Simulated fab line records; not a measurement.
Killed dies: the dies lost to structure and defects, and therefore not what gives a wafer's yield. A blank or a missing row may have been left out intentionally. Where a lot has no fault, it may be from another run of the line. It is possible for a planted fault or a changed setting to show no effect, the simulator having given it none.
fab line records	flow nandHarc
[record] lots = 14	wafers = 42	lastDay = 34
route steps=1302 shown A_SLIT@936
lots with no fault: from the same line, run without faults
startH: hours from the record's opening day to when the first of the lot's shown wafers began	waitH: hours elapsed since this lot's preceding step	" identical to the entry in the row above	L1.1+2: a single row standing in for several wafers	- no value, or no start given	* or withheld: withheld	< > ~ a bound
route shown NAME@n: a module of which the file shows steps, and the number in the route of the first	usual: mean/standard deviation of fault-free wafers	same: alike in all rows	chamber/n: place in a boat	sites: readings site by site	_std_site: standard deviation across them	_edge_site: inner sites' mean taken away from outer sites' mean	radiusMm: for every site, how far away it sits from the centre of the wafer	mask NAME#n: copy n	behind: the tool/chamber that last shaped the wafer	hold: why the lot was held/for how many hours/how that ended	device: the transistor (n, p or np) that didn't switch	end of line: the same wafers' tests at the end of the route	where a step has no rows: the recipe by itself	killed: the dies lost at the first sort to structure and to defects; this is not the yield of the wafer	map: the dies of a wafer, with x for killed, . for not killed, _ for no die there
set.NAME: the run value of the setting; set.NAME@STEP: its run value at that earlier step	model.NAME: the simulator's own value behind a step, which no gauge read
route steps across a sampled set of lots; one table per step, one row per wafer
services: from which hour (startH, from the record's first day; less than 0 if before it) a tool's chamber was out of use, for how many hours, and why
[[steps]]
[step NHARC_A_SLIT_DESCUM_14]
[recipe] timeS = 3	o2FlowSccm = 200	arFlowSccm = 0	biasPowerW = 0	chemistry = O2
[usual] drypumpMotorCurrentA = 5.7/0.49	oesProductAu = 0.998/0.01	rfVppV = 57.9/0.82	showerheadPlenumPTorr = 1.94/0.079	throttleValvePct = 11.311/0.0082
lot.wafer	tool	chamber	startH	waitH	drypumpMotorCurrentA	oesProductAu	rfHoursCounterH	rfVppV	showerheadPlenumPTorr	throttleValvePct
L211.2	rieDiel-01	0	452.51	0.1	6.3	0.999	2.1	58.2	1.99	11.315
L211.6	"	0	"	"	6.3	0.994	-	58.5	1.99	11.312
L211.5	"	1	"	"	6.1	0.997	-	58.5	1.99	11.312
L215.1	rieDiel-05	2	471.81	0.1	5.0	0.997	1.8	58.4	2.03	11.316
L215.4	"	3	"	"	6.1	1.004	2.2	58.6	1.90	11.320
L215.5	"	2	"	"	5.0	1.000	-	58.3	2.03	11.295
L213.3	rieDiel-01	3	472.30	0.1	6.1	0.994	1.6	57.7	2.03	11.302
L213.6	"	3	"	"	6.1	0.999	-	57.8	2.03	11.313
L213.4	"	0	"	"	6.2	0.988	-	57.5	1.99	11.314
L214.2	rieDiel-02	1	472.49	0.1	5.3	0.969	5.8	58.3	1.86	11.310
L214.3	"	3	"	"	4.9	0.997	5.5	58.5	1.98	11.311
L214.5	"	1	"	"	5.3	0.988	-	57.7	1.86	11.310
L216.2	rieDiel-05	2	489.90	0.1	5.0	0.989	2.7	58.1	2.03	11.322
L216.6	"	1	"	"	5.8	0.988	-	58.3	1.81	11.325
L216.5	"	2	"	"	5.0	0.982	-	59.3	2.03	11.307
L217.3	rieDiel-01	3	490.55	0.1	6.1	1.005	2.9	58.0	2.03	11.305
L217.6	"	0	"	"	6.3	0.996	-	58.1	1.99	11.296
L217.5	"	1	"	"	6.1	0.999	-	58.4	1.99	11.318
L220.1	rieDiel-02	1	548.76	0.1	5.3	0.994	8.9	57.7	1.86	11.328
L220.6	"	2	"	"	5.9	0.981	-	57.3	1.92	11.306
L220.5	"	0	"	"	4.9	0.983	-	57.9	1.97	11.332
L224.4	rieDiel-01	1	601.64	0.1	6.1	0.999	2.2	58.6	1.98	11.306
L224.2	"	3	"	"	6.1	1.002	1.5	57.9	2.03	11.316
L224.6	"	1	"	"	6.1	1.009	-	56.9	1.98	11.309
L227.1	rieDiel-02	0	615.59	0.1	4.9	1.001	1.2	58.3	1.97	11.308
L227.4	"	1	"	"	5.3	0.994	1.2	57.3	1.85	11.322
L227.5	"	0	"	"	4.9	1.003	-	59.5	1.97	11.333
L229.1	rieDiel-05	2	629.04	0.1	5.0	0.997	1.7	58.8	2.03	11.310
L229.2	"	0	"	"	5.1	1.002	1.8	57.1	1.97	11.305
L229.6	"	2	"	"	5.0	1.006	-	57.5	2.03	11.317
L230.3	rieDiel-01	2	629.65	0.1	5.4	0.994	3.3	57.4	1.80	11.311
L230.2	"	3	"	"	6.1	0.992	4.1	57.1	2.03	11.303
L230.6	"	1	"	"	6.1	1.019	-	58.8	1.98	11.314
L232.3	rieDiel-01	0	675.14	0.1	6.3	1.020	7.1	59.4	1.98	11.315
L232.2	"	2	"	"	5.4	1.003	6.8	57.4	1.80	11.308
L232.6	"	1	"	"	6.1	1.016	-	57.6	1.98	11.317
L234.4	rieDiel-01	0	683.26	0.1	6.3	1.009	7.6	59.1	1.98	11.309
L234.3	"	2	"	"	5.4	1.003	7.8	56.1	1.80	11.305
L234.6	"	3	"	"	6.1	0.990	-	58.5	2.03	11.317
L233.3	rieDiel-05	1	685.80	0.1	5.8	0.990	4.2	58.0	1.81	11.300
L233.4	"	0	"	"	5.1	1.009	4.4	57.4	1.97	11.304
L233.5	"	1	"	"	5.8	0.993	-	58.0	1.81	11.297
[step NHARC_A_SLIT_ETCH_24]
[recipe] targetDepthA = 1210	timeS = 60.5	cf4FlowSccm = 100	chf3FlowSccm = 30	arFlowSccm = 0	rfW = 500	biasW = 200	chemistry = CF4/CHF3
[usual] drypumpMotorCurrentA = 5.7/0.49	oesProductAu = 0.959/0.015	rfVppV = 371.3/2.2	runLengthS = 81.9/0.49	showerheadPlenumPTorr = 1.59/0.061	throttleValvePct = 16.801/0.0099
lot.wafer	tool	chamber	startH	waitH	drypumpMotorCurrentA	oesProductAu	rfHoursCounterH	rfVppV	runLengthS	showerheadPlenumPTorr	throttleValvePct
L211.2	rieDiel-01	2	452.62	0.1	5.4	0.963	1.2	366.6	82.5	1.49	16.784
L211.5	"	3	"	"	6.1	0.971	-	374.2	81.8	1.67	16.794
L211.6	"	0	"	"	6.3	0.957	-	373.0	83.0	1.63	16.816
L215.1	rieDiel-05	1	471.90	0.1	5.8	0.957	2.0	369.4	81.5	1.49	16.820
L215.4	"	2	"	"	5.0	0.955	1.8	373.7	81.6	1.66	16.804
L215.5	"	1	"	"	5.8	0.967	-	367.5	81.7	1.49	16.795
L213.3	rieDiel-01	0	472.39	0.1	6.3	0.951	3.0	371.4	82.0	1.63	16.790
L213.6	"	0	"	"	6.3	0.940	-	373.6	82.2	1.63	16.799
L213.4	"	3	"	"	6.1	0.946	-	374.7	82.3	1.67	16.798
L214.3	rieDiel-02	0	472.57	0.1	4.9	0.971	5.3	372.4	81.5	1.62	16.791
L214.2	"	3	"	"	4.9	0.987	5.5	372.3	82.4	1.63	16.792
L214.5	"	1	"	"	5.3	0.967	-	369.6	81.7	1.53	16.813
L216.2	rieDiel-05	2	490.00	0.1	5.0	0.921	2.7	372.9	81.8	1.66	16.810
L216.6	"	3	"	"	6.0	0.930	-	371.6	81.2	1.56	16.799
L216.5	"	0	"	"	5.0	0.920	-	371.1	81.3	1.62	16.801
L217.3	rieDiel-01	1	490.61	0.1	6.1	0.922	2.8	372.2	81.8	1.63	16.804
L217.6	"	0	"	"	6.3	0.929	-	371.8	82.3	1.63	16.813
L217.5	"	1	"	"	6.1	0.929	-	373.6	81.8	1.63	16.796
L220.1	rieDiel-02	1	548.88	0.1	5.3	0.951	8.9	369.3	81.9	1.53	16.814
L220.5	"	2	"	"	5.9	0.955	-	370.1	82.6	1.58	16.810
L220.6	"	0	"	"	4.9	0.948	-	371.4	80.8	1.62	16.802
L224.2	rieDiel-01	0	601.72	0.1	6.3	0.965	1.4	372.4	82.4	1.63	16.781
L224.4	"	2	"	"	5.4	0.982	2.3	368.3	82.7	1.48	16.797
L224.6	"	0	"	"	6.3	0.955	-	372.9	82.1	1.63	16.800
L227.1	rieDiel-02	2	615.68	0.1	5.9	0.965	1.3	370.9	82.5	1.57	16.793
L227.4	"	3	"	"	4.9	0.951	1.3	371.8	82.7	1.63	16.794
L227.5	"	1	"	"	5.3	0.963	-	368.0	82.0	1.53	16.798
L229.1	rieDiel-05	0	629.14	0.1	5.1	0.981	1.8	371.2	81.4	1.62	16.806
L229.2	"	1	"	"	5.8	0.952	1.5	367.8	81.3	1.49	16.806
L229.6	"	2	"	"	5.0	0.955	-	373.1	81.7	1.66	16.801
L230.3	rieDiel-01	3	630.37	0.7	6.1	0.947	5.0	371.4	81.8	1.66	16.811
L230.2	"	2	"	"	5.4	0.938	3.8	367.0	82.7	1.48	16.803
L230.6	"	0	"	"	6.3	0.950	-	372.0	82.6	1.63	16.806
L232.2	rieDiel-01	3	675.24	0.1	6.1	0.972	8.4	372.8	81.7	1.66	16.786
L232.3	"	0	"	"	6.3	0.958	7.1	372.4	82.2	1.63	16.817
L232.6	"	2	"	"	5.4	0.970	-	367.1	82.6	1.48	16.807
L234.3	rieDiel-01	1	683.34	0.1	6.1	1.001	7.9	372.9	81.6	1.63	16.804
L234.4	"	0	"	"	6.3	0.966	7.7	372.7	82.4	1.63	16.795
L234.6	"	1	"	"	6.1	0.995	-	372.0	81.4	1.63	16.788
L233.3	rieDiel-05	2	685.89	0.1	5.0	0.954	3.6	371.3	82.1	1.66	16.808
L233.4	"	0	"	"	5.1	0.982	4.4	370.5	81.5	1.61	16.799
L233.5	"	2	"	"	5.0	0.964	-	373.2	81.8	1.66	16.791
[step NHARC_A_SLIT_ETCH_29]
[recipe] targetDepthA = 1000	overetchA = 100	timeS = 55	ionEnergyEv = 100	cf4FlowSccm = 80	o2FlowSccm = 20	arFlowSccm = 0	rfW = 300	biasW = 100	chemistry = CF4/O2
[usual] drypumpMotorCurrentA = 5.5/0.51	oesProductAu = 0.998/0.011	rfVppV = 198.2/1.3	runLengthS = 76.3/0.51	showerheadPlenumPTorr = 1.35/0.051	throttleValvePct = 13.397/0.0097
lot.wafer	tool	chamber	startH	waitH	drypumpMotorCurrentA	oesProductAu	rfHoursCounterH	rfVppV	runLengthS	showerheadPlenumPTorr	throttleValvePct
L211.2	rieDiel-02	0	458.63	0.1	4.9	0.979	3.9	199.2	76.0	1.38	13.411
L211.6	"	1	"	"	5.3	0.981	-	196.4	76.1	1.30	13.390
L211.5	"	2	"	"	5.9	0.985	-	198.2	77.1	1.34	13.399
L215.4	rieDiel-02	1	480.94	0.1	5.3	0.989	6.4	197.0	75.8	1.30	13.396
L215.1	"	3	"	"	4.9	1.003	6.5	199.4	77.0	1.38	13.408
L215.5	"	1	"	"	5.3	0.990	-	197.3	76.0	1.30	13.387
L214.2	rieDiel-01	0	484.24	0.1	6.3	0.997	4.2	198.5	76.6	1.39	13.385
L214.3	"	3	"	"	6.1	0.996	2.8	199.0	76.6	1.42	13.400
L214.5	"	0	"	"	6.3	0.989	-	200.5	76.8	1.38	13.383
L213.3	rieDiel-02	0	484.74	0.1	4.9	1.008	6.1	199.3	75.6	1.38	13.397
L213.4	"	1	"	"	5.3	0.998	6.6	197.4	76.7	1.30	13.402
L213.6	"	0	"	"	4.9	1.001	-	200.0	75.5	1.38	13.398
L216.2	rieDiel-05	3	495.67	0.1	6.0	1.022	3.8	197.7	75.7	1.32	13.388
L216.6	"	2	"	"	5.0	0.994	-	198.6	76.6	1.41	13.388
L216.5	"	3	"	"	6.0	1.026	-	196.8	76.2	1.32	13.396
L217.3	rieDiel-01	1	496.28	0.1	6.1	0.999	3.4	198.6	76.4	1.38	13.392
L217.5	"	2	"	"	5.3	0.989	-	197.0	76.8	1.26	13.404
L217.6	"	3	"	"	6.1	0.997	-	200.7	76.9	1.42	13.395
L220.1	rieDiel-01	3	555.49	0.1	6.1	0.981	6.1	199.4	76.5	1.42	13.387
L220.6	"	3	"	"	6.1	0.991	-	198.2	76.8	1.42	13.385
L220.5	"	0	"	"	6.3	0.993	-	197.8	77.2	1.38	13.394
L224.2	rieDiel-05	3	607.92	0.1	6.0	1.006	0.9	199.8	75.7	1.32	13.418
L224.4	"	0	"	"	5.1	1.012	1.0	200.0	71.4	1.37	13.389
L224.6	"	3	"	"	6.1	0.999	-	200.0	75.7	1.32	13.390
L227.1	rieDiel-05	1	621.41	0.1	5.8	0.985	0.9	197.3	76.0	1.26	13.404
L227.4	"	0	"	"	5.1	1.013	1.1	198.8	71.3	1.37	13.378
L227.5	"	2	"	"	5.0	0.993	-	201.0	76.3	1.41	13.390
L229.2	rieDiel-01	3	634.83	0.1	6.1	0.988	5.9	199.3	76.3	1.41	13.408
L229.1	"	1	"	"	6.1	1.014	5.2	198.3	76.1	1.38	13.416
L229.6	"	3	"	"	6.1	0.995	-	199.4	76.9	1.41	13.402
L230.3	rieDiel-01	3	638.65	0.1	6.1	1.001	6.0	199.6	76.2	1.41	13.391
L230.2	"	1	"	"	6.1	1.015	5.3	199.8	75.9	1.38	13.391
L230.6	"	2	"	"	5.4	0.994	-	196.4	76.7	1.26	13.411
L232.2	rieDiel-02	1	680.90	0.1	5.3	1.006	5.7	196.9	76.3	1.29	13.409
L232.3	"	3	"	"	4.9	0.993	5.1	198.3	77.1	1.38	13.399
L232.6	"	0	"	"	4.9	0.998	-	198.8	75.9	1.38	13.400
L234.4	rieDiel-05	2	689.09	0.1	5.0	0.999	4.6	199.6	76.7	1.41	13.396
L234.3	"	0	"	"	5.1	1.004	4.9	197.6	76.0	1.37	13.402
L234.6	"	3	"	"	6.0	1.016	-	197.7	75.7	1.32	13.385
L233.4	rieDiel-01	2	691.63	0.1	5.4	0.993	8.9	196.5	77.0	1.26	13.418
L233.3	"	3	"	"	6.1	0.995	9.9	199.0	76.6	1.41	13.400
L233.5	"	0	"	"	6.3	1.006	-	199.9	76.6	1.38	13.380
[step NHARC_A_SLIT_CD_MEAS_21]
[usual] cdNm = 289.3/0.89
lot.wafer	tool	chamber	startH	waitH	cdNm
L211.2	cdSem-02	-	459.15	-	290.4
L211.5	"	-	"	"	290.4
L211.6	"	-	"	"	290.2
L215.1	cdSem-01	-	481.47	-	290.1
L215.4	"	-	"	"	289.5
L215.5	"	-	"	"	290.4
L214.2	cdSem-03	-	484.88	0.1	290.5
L214.3	"	-	"	"	290.6
L214.5	"	-	"	"	290.8
L213.3	cdSem-01	-	485.28	-	290.2
L213.4	"	-	"	"	289.4
L213.6	"	-	"	"	289.2
L216.2	cdSem-03	-	496.21	-	288.7
L216.5	"	-	"	"	288.6
L216.6	"	-	"	"	288.8
L217.3	cdSem-01	-	496.81	-	289.4
L217.5	"	-	"	"	289.1
L217.6	"	-	"	"	289.7
L220.1	cdSem-03	-	556.03	-	289.4
L220.5	"	-	"	"	290.0
L220.6	"	-	"	"	290.0
L224.2	cdSem-01	-	608.47	-	290.1
L224.4	"	-	"	"	291.0
L224.6	"	-	"	"	290.2
L227.1	cdSem-01	-	621.94	-	289.9
L227.4	"	-	"	"	289.6
L227.5	"	-	"	"	289.3
L229.1	cdSem-01	-	635.38	-	286.8
L229.2	"	-	"	"	286.9
L229.6	"	-	"	"	288.1
L230.2	cdSem-02	-	639.18	-	288.2
L230.3	"	-	"	"	287.9
L230.6	"	-	"	"	288.9
L232.2	cdSem-03	-	681.45	-	288.7
L232.3	"	-	"	"	288.3
L232.6	"	-	"	"	288.8
L234.3	cdSem-02	-	689.63	-	291.4
L234.4	"	-	"	"	290.1
L234.6	"	-	"	"	290.1
L233.3	cdSem-02	-	692.16	-	288.5
L233.4	"	-	"	"	289.1
L233.5	"	-	"	"	289.0
[[services]]
tool	chamber	startH	hours	kind
rieDiel-01	0	438.88	-	clean
rieDiel-01	1	438.88	-	clean
rieDiel-01	2	438.88	-	clean
rieDiel-01	3	438.88	-	clean
rieDiel-01	0	463.38	-	clean
rieDiel-01	1	463.38	-	clean
rieDiel-01	2	463.38	-	clean
rieDiel-01	3	463.38	-	clean
rieDiel-01	1	466.54	23.9	repair
rieDiel-02	-	499.38	0.3	repair
rieDiel-05	2	534.06	5.2	repair
rieDiel-02	3	546.71	4.5	repair
rieDiel-01	-	557.88	9.0	pm
rieDiel-05	2	568.75	5.2	repair
rieDiel-02	-	570.70	9.0	pm
rieDiel-05	0	573.58	16.8	repair
rieDiel-05	-	583.60	9.0	pm
rieDiel-02	1	606.36	1.5	repair
rieDiel-01	2	607.30	20.7	repair
rieDiel-01	-	623.15	1.1	repair
rieDiel-01	-	633.49	0.4	repair
rieDiel-01	3	669.42	4.8	repair
rieDiel-02	1	683.03	7.8	repair
rieDiel-02	2	690.99	4.4	repair
[[key]]
[firstSign] step = NHARC_A_SLIT_ETCH_29	reading = runLengthS	direction = down	sigmas = 9.7	usual = *	struck = *
effect none on later readings
metAt NHARC_A_SLIT_ETCH_29
struckLots L224,L227
struckWafers L224.4,L227.4
sortLeftOut L224.4,L227.4
testerLeftOut L224,L227
notActingAt NHARC_A_SLIT_DESCUM_14,NHARC_A_SLIT_ETCH_24,NHARC_A_SLIT_CD_MEAS_21
[fault] kind = processParameterDrift	tool = rieDiel-05	chamber = 0	onsetH = 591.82	steps = NHARC_A_SLIT_ETCH_29	channel = timeS	offset = *	shape = step	endH = 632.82	actsIn = *	stated = *
// testerLeftOut: of these lots the tester's yield and bins aren't shown, on N5 and GAA mostly nor the transistor test; their killed dies are dies lost to structure and defects alone, not to doping, threshold or leakage, so they don't give the yield
// sortLeftOut: the simulated sort isn't trusted on such a fault, so these wafers' sort isn't shown, and their yield isn't known
